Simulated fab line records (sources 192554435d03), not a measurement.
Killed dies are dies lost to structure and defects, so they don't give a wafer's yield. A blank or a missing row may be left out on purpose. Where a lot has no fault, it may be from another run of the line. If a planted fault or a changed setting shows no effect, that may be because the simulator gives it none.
8D (eight disciplines) problem report, filled in by code ; flow n5Finfet ; the parts of the form that need people (team, actions taken, sign-off) are left out

## 1. THE PROBLEM
Mean of rfFwdPowerW at N5_GATE_CUT_CUT_ETCH_53: 667 W across 3 wafers in 2 lots; on wafers with no fault it is 879 W (standard deviation 3.4). That is -62 standard deviations from the usual mean.
The step: etches W in SF6/Cl2, target depth 79.2 nm.
Earliest sighting: wafer L584.1 on rieMetal-02 at day 7 07:09. Wafers with a number at this step in the record: 22, from 8 lots. Rule for "out" (also "out of limits"): further than 4 standard deviations from the usual mean. Any other wafer with a number is counted as sound.

## 2. WHAT THIS IS AND IS NOT
question;is;is not
which readings at this step;rfFwdPowerW, etchRfOnTimeS;biasW, drypumpMotorCurrentA, oesProductAu, throttleValvePct
which lots;L584, L586;L574, L578, L590, L593, L596, L597
which wafers of those lots;L584.1, L584.3, L586.5;L584.5, L586.3, L586.6
read on which tools;rieMetal-02;rieMetal-01, rieMetal-03
when;from day 7 07:09;"up to then (7 sound wafers); but 12 sound wafers of L586, L590, L593, L596, L597 came after"

## 3. THE SUSPECTS, EACH WITH WHAT RULES IT OUT
Counting: any tool at a process step up to the reading remains a suspect provided it ran every lot that is out. Sound lots after the first of them don't rule it out here, since some wafers of a struck lot are sound.
- rieMetal-02 at N5_GATE_CUT_CUT_ETCH_53 (etches W in SF6/Cl2, target depth 79.2 nm): kept. It processed each lot that is out (first: L584, day 7 07:09); up to then, its last sound lot is L578 (day 5 15:35). Its own readings are out on those wafers: etchRfOnTimeS, rfFwdPowerW.
- The sound lot-mates ran in chamber 0 of rieMetal-02 at N5_GATE_CUT_CUT_ETCH_53, but the wafers that are out ran in chamber 1.
Left after counting: rieMetal-02 at N5_GATE_CUT_CUT_ETCH_53.

## 4. THE CAUSE (what the simulator had put in)
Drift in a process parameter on rieMetal-02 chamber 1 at N5_GATE_CUT_CUT_ETCH_53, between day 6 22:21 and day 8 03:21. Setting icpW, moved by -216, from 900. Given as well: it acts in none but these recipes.
This tool alone remained once counting was done.

## 5. SEQUENCE OF EFFECTS, ordered by route
Rows list readings where the struck wafers' mean (over those with a number) sits beyond 3 standard deviations from the usual. Scope: only readings with a usual standard deviation given in the record; hours: median across lots of the time from each lot's start at the first step in this table that gives one to its start at this step; sigmas: change in usual standard deviations.
hours;step;reading;usual;on struck wafers;change;sigmas
0;N5_GATE_CUT_CUT_ETCH_53;etchRfOnTimeS;26.1 s;33.6;+7.5;+12
0;N5_GATE_CUT_CUT_ETCH_53;rfFwdPowerW;879 W;667;-212;-62
Its process steps:
- N5_GATE_CUT_CUT_ETCH_53: etches W in SF6/Cl2, target depth 79.2 nm.
Later steps that measure or inspect, where all struck wafers having a row at the step show a number for every such reading and not one has moved that far: N5_BEOL_M4_RC_MEAS_101.

## 6. HOW IT WOULD HAVE BEEN CAUGHT EARLIER
In this record the first reading out of limits was taken at day 7 07:09, 9 hours after the fault began at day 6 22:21.
